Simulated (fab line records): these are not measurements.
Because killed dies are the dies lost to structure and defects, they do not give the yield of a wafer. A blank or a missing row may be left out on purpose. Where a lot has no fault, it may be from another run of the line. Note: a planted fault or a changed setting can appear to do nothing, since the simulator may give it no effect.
Which tool did it?    flow nandHarc    13 lots with 39 wafers sampled at 4 steps, on a route of 1302 steps

== WHAT EACH GAUGE READ, for each wafer ==
The record lacks any reading of a measuring or inspecting step that a usual standard deviation could be used to judge.

== EACH LOT AND THE TOOL THAT RAN IT (in order: tool; ch and the chambers of the sampled wafers; start) ==
lot   NHARC_A_STAIRCASE_ETCH_199                    NHARC_A_STAIRCASE_TRIM_226         NHARC_A_STAIRCASE_ETCH_232     NHARC_A_STAIRCASE_ETCH_236
L274  rieDiel-03 ch 1,3, day 16 04:44 or earlier    rieDiel-02 ch 0,1,3, day 16 04:44  rieDiel-02 ch 0,2,3, no start  rieDiel-02 ch 0,3, no start
L277  rieDiel-02 ch 2,3, day 17 08:38 or earlier    rieDiel-02 ch 1,2, day 17 08:38    rieDiel-02 ch 1,2,3, no start  rieDiel-02 ch 1,2, no start
L275  rieDiel-03 ch 0,2, day 17 10:49 or earlier    rieDiel-03 ch 0,2,3, day 17 10:49  rieDiel-05 ch 0,1,2, no start  rieDiel-05 ch 2,3, no start
L276  rieDiel-05 ch 2,3, day 17 12:48 or earlier    rieDiel-05 ch 0,1, day 17 12:48    rieDiel-05 ch 0,1,2, no start  rieDiel-05 ch 0,2, no start
L279  rieDiel-05 ch 0,2, day 18 12:08 or earlier    rieDiel-05 ch 1,3, day 18 12:08    rieDiel-03 ch 0,1, no start    rieDiel-03 ch 0,1,3, no start
L281  rieDiel-03 ch 0,1,3, day 19 02:14 or earlier  rieDiel-03 ch 0,1,3, day 19 02:14  rieDiel-02 ch 0,1,2, no start  rieDiel-02 ch 0,1,3, no start
L280  rieDiel-02 ch 0,2,3, day 19 03:32 or earlier  rieDiel-05 ch 0,2, day 19 03:32    rieDiel-02 ch 0,2,3, no start  rieDiel-02 ch 0,2,3, no start
L282  rieDiel-05 ch 0,1,2, day 20 15:08 or earlier  rieDiel-03 ch 0,2,3, day 20 15:08  rieDiel-02 ch 1,2,3, no start  rieDiel-02 ch 1,2,3, no start
L284  rieDiel-02 ch 0,2,3, day 20 14:54 or earlier  rieDiel-05 ch 0,2,3, day 20 14:54  rieDiel-02 ch 1,3, no start    rieDiel-02 ch 1,2, no start
L285  rieDiel-03 ch 0,1, day 20 19:29 or earlier    rieDiel-02 ch 0,1, day 20 19:29    rieDiel-05 ch 0,1,3, no start  rieDiel-05 ch 0,1,3, no start
L286  rieDiel-03 ch 1,3, day 21 14:16 or earlier    rieDiel-03 ch 0,1, day 21 14:16    rieDiel-03 ch 0,1,3, no start  rieDiel-03 ch 1,3, no start
L287  rieDiel-05 ch 1,2,3, day 21 19:10 or earlier  rieDiel-02 ch 0,2,3, day 21 19:10  rieDiel-05 ch 1,2,3, no start  rieDiel-05 ch 0,1,3, no start
L290  rieDiel-05 ch 0,2, day 23 06:14 or earlier    rieDiel-03 ch 1,2, day 23 06:14    rieDiel-03 ch 0,3, no start    rieDiel-03 ch 0,1,2, no start
- NHARC_A_STAIRCASE_ETCH_199: etches the open film in C4F8/O2, target depth 100 nm, time 40.5 s.
- NHARC_A_STAIRCASE_TRIM_226: chemistry O2, time 211.2 s.
- NHARC_A_STAIRCASE_ETCH_232: etches the open film in C4F8/O2, target depth 100 nm, time 40.5 s.
- NHARC_A_STAIRCASE_ETCH_236: etches the open film in C4F8/O2, target depth 100 nm, time 40.5 s.

== WHAT THE TOOLS THEMSELVES READ (means of the sampled wafers that have a number; where no wafer has one, the mark that the record gives instead) ==
NHARC_A_STAIRCASE_ETCH_199. Usual: biasW 1000.2 W, standard deviation 2.8; oesProductAu 0.942 a.u., standard deviation 0.011; rfVppV 895 V, standard deviation 4.7.
lot   tool        biasW (W)  oesProductAu (a.u.)  rfVppV (V)  flag
L274  rieDiel-03  998.6      0.937                899         
L277  rieDiel-02  999.0      0.954                893         
L275  rieDiel-03  1000.8     0.930                892         
L276  rieDiel-05  997.0      0.932                895         
L279  rieDiel-05  997.8      0.963                891         
L281  rieDiel-03  999.2      0.945                898         
L280  rieDiel-02  1002.5     0.938                894         
L282  rieDiel-05  998.6      0.936                894         
L284  rieDiel-02  998.0      0.939                893         
L285  rieDiel-03  998.7      0.948                898         
L286  rieDiel-03  1000.6     0.940                899         
L287  rieDiel-05  998.9      0.938                897         
L290  rieDiel-05  999.8      0.951                888         

NHARC_A_STAIRCASE_TRIM_226. Usual: value, then standard deviation, for each; drypumpMotorCurrentA 6.0 A / 0.43; o2FlowSccm 499.9 sccm / 1.5; oesProductAu 0.995 a.u. / 0.0094; rfVppV 57.6 V / 0.84; runLengthS 232.6 s / 0.48; showerheadPlenumPTorr 3.48 Torr / 0.12; throttleValvePct 17.037 % / 0.0093.
lot   tool        drypumpMotorCurrentA (A)  o2FlowSccm (sccm)  oesProductAu (a.u.)  rfVppV (V)  runLengthS (s)  showerheadPlenumPTorr (Torr)  throttleValvePct (%)  flag
L274  rieDiel-02  5.9                       499.6              1.003                57.3        232.9           3.51                          17.033                
L277  rieDiel-02  6.0                       498.8              0.994                57.4        232.3           3.36                          17.029                
L275  rieDiel-03  6.2                       499.8              0.987                57.7        232.5           3.47                          17.044                
L276  rieDiel-05  6.5                       500.9              1.004                58.0        232.7           3.41                          17.042                
L279  rieDiel-05  5.5                       499.4              0.991                57.4        233.1           3.59                          17.040                
L281  rieDiel-03  5.9                       499.6              0.982                58.0        232.4           3.57                          17.039                
L280  rieDiel-05  6.1                       500.1              1.005                56.3        232.4           3.38                          17.036                
L282  rieDiel-03  6.2                       500.6              0.985                57.0        232.6           3.46                          17.038                
L284  rieDiel-05  5.9                       501.4              0.997                57.4        232.9           3.42                          17.030                
L285  rieDiel-02  5.7                       499.8              0.999                57.3        232.4           3.52                          17.042                
L286  rieDiel-03  5.7                       500.9              0.987                57.6        232.6           3.58                          17.037                
L287  rieDiel-02  5.9                       501.3              1.010                57.7        232.2           3.46                          17.036                
L290  rieDiel-03  5.9                       500.3              0.988                57.3        190.4           3.51                          17.035                OFF

NHARC_A_STAIRCASE_ETCH_232. Usual: biasW 1000.2 W, standard deviation 2.7; oesProductAu 0.944 a.u., standard deviation 0.012; rfVppV 894 V, standard deviation 4.6.
lot   tool        biasW (W)  oesProductAu (a.u.)  rfVppV (V)  flag
L274  rieDiel-02  1002.2     0.945                895         
L277  rieDiel-02  1000.1     0.948                893         
L275  rieDiel-05  1002.5     0.940                894         
L276  rieDiel-05  998.7      0.937                893         
L279  rieDiel-03  999.6      0.954                899         
L281  rieDiel-02  1001.6     0.950                893         
L280  rieDiel-02  1003.3     0.965                894         
L282  rieDiel-02  998.8      0.941                891         
L284  rieDiel-02  1000.7     0.946                893         
L285  rieDiel-05  998.2      0.946                894         
L286  rieDiel-03  999.5      0.933                898         
L287  rieDiel-05  997.4      0.955                896         
L290  rieDiel-03  999.9      0.945                896         

NHARC_A_STAIRCASE_ETCH_236. Usual: biasW 1001 W, standard deviation 3.2; oesProductAu 0.942 a.u., standard deviation 0.01; rfVppV 894 V, standard deviation 4.7.
lot   tool        biasW (W)  oesProductAu (a.u.)  rfVppV (V)  flag
L274  rieDiel-02  998        0.946                898         
L277  rieDiel-02  997        0.923                891         
L275  rieDiel-05  999        0.942                894         
L276  rieDiel-05  1002       0.948                891         
L279  rieDiel-03  1000       0.944                898         
L281  rieDiel-02  1001       0.942                895         
L280  rieDiel-02  1001       0.946                894         
L282  rieDiel-02  1001       0.949                892         
L284  rieDiel-02  998        0.944                889         
L285  rieDiel-05  1002       0.949                894         
L286  rieDiel-03  1003       0.937                898         
L287  rieDiel-05  998        0.946                895         
L290  rieDiel-03  1000       0.936                894         

== THE ANSWER, worked out from the rows above alone ==
Rule: lot off if the mean of its wafers having a number is beyond 3 standard deviations from the usual mean. A lot without any number at a reading at which 4 lots or more have one is off too. Any other lot the step has rows for is counted as sound. Order of review: gauges by route order, followed by the tools' own readings, for which a lot's mean as printed above is used. The first step at which some lot is off is used, and at that step the reading that is off furthest; a lot without a number counts as furthest.
Off, at NHARC_A_STAIRCASE_TRIM_226 on runLengthS: L290.
If a tool, at that step or one of the process steps before it, ran each lot that is off and ran no sound lot following the first of them, it fits. With no start given for some of its lots, NHARC_A_STAIRCASE_ETCH_199 uses the hours and lot order of NHARC_A_STAIRCASE_TRIM_226. 2 tools fit, rieDiel-05 at NHARC_A_STAIRCASE_ETCH_199 and rieDiel-03 at NHARC_A_STAIRCASE_TRIM_226, so this cannot tell which one it is.

== WHAT THE SIMULATOR PUT IN ==
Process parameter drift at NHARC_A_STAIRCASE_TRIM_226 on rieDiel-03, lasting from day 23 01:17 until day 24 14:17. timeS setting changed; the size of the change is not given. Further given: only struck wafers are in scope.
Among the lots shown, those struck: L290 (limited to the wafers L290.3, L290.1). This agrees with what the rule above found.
